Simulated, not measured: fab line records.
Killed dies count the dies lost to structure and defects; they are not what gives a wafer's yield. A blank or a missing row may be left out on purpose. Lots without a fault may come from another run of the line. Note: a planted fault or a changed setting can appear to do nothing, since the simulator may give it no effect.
Problem report, 8D (eight disciplines) form, completed by code	flow nand-harc	the parts of the form that need people (team, actions taken, sign-off) are left out

## 1. THE PROBLEM
killed-dies at NHARC_END_SORT_01 reads a mean of 121 on 6 wafers of 2 lots; wafers without a fault read 32 with a standard deviation of 9. That is +9.9 standard deviations from the usual mean.
First seen on wafer L435.1, day 22 05:53, on prober-02. The record holds 42 wafers of 14 lots with a number at this step. Rule for "out" (also "out of limits"): further than 4 standard deviations from the usual mean. Any other wafer with a number is counted as sound.

## 2. WHAT IT IS; WHAT IT IS NOT
question	is	is not
which readings at this step	killed-dies, killed-at-array	killed-at-other
which lots	L435, L442	L429, L430, L431, L432, L433, L434, L436, L437, L438, L446, L448, L451
which wafers of those lots	all that have a number	-
read on which gauges	prober-02	prober-01
when	from day 22 05:53	up to then (27 sound wafers); but 9 sound wafers of L446, L448, L451 came after

## 3. THE SUSPECTS, EACH WITH WHAT RULES IT OUT
Counting: any tool at a process step up to the reading is kept as a suspect provided that every lot that is out went through it and no sound lot did after the first of them.
- the gauge at NHARC_END_SORT_01: kept. All the wafers that are out were read on prober-02, and no step on other tools shows them out.
- har-cap-etch-01 at NHARC_A_CONTACT_ETCH_139 (etches the open film in C4F8/O2/Ar, time 137 s, target depth 590 nm): kept. All lots that are out passed through it, beginning with L435 at day 19 16:18, and no sound lot followed; its final sound lot before that point was L437 at day 19 10:59.
- plasma-asher-01 at NHARC_THIN_TSV_STRIP_62 (strips in N2/H2, time 20 s): ruled out as a lasting fault. Sound lots L446, L451 ran on it after its first lot that is out, L435 (day 21 09:47).
Remaining after the count are har-cap-etch-01 at NHARC_A_CONTACT_ETCH_139 and prober-02 at NHARC_END_SORT_01.

## 4. THE CAUSE (what the simulator had put in)
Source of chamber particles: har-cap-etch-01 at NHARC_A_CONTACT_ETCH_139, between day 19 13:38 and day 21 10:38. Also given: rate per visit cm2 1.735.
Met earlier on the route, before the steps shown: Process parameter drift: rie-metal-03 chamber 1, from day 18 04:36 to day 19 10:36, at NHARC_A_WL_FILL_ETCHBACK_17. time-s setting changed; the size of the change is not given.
Counting left 2 suspects, and this tool is among them.

## 5. THE CHAIN OF EFFECTS, in route order
Each row: a reading where the mean over the struck wafers with a number is more than 3 standard deviations away from the usual. Readings are gone through only where the record gives a usual standard deviation; hours: the median, over the lots, of the time from a lot's start at the first step in this table giving one to that lot's start at this step; sigmas: the change measured in usual standard deviations.
hours	step	reading	usual	on struck wafers	change	sigmas
0	NHARC_END_SORT_01	killed-at-array	28	114	+86	+9.5
0	NHARC_END_SORT_01	killed-dies	32	121	+89	+9.9

## 6. WHAT WOULD HAVE CAUGHT IT SOONER
The first out-of-limits reading at a measuring or inspecting step in this record came at day 22 05:53, 64 hours after the fault's start at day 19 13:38.
All the lots that are out (2) had begun NHARC_A_CONTACT_ETCH_139 on har-cap-etch-01 by day 22 05:53. A hold on the tool at that time would have spared none of them.
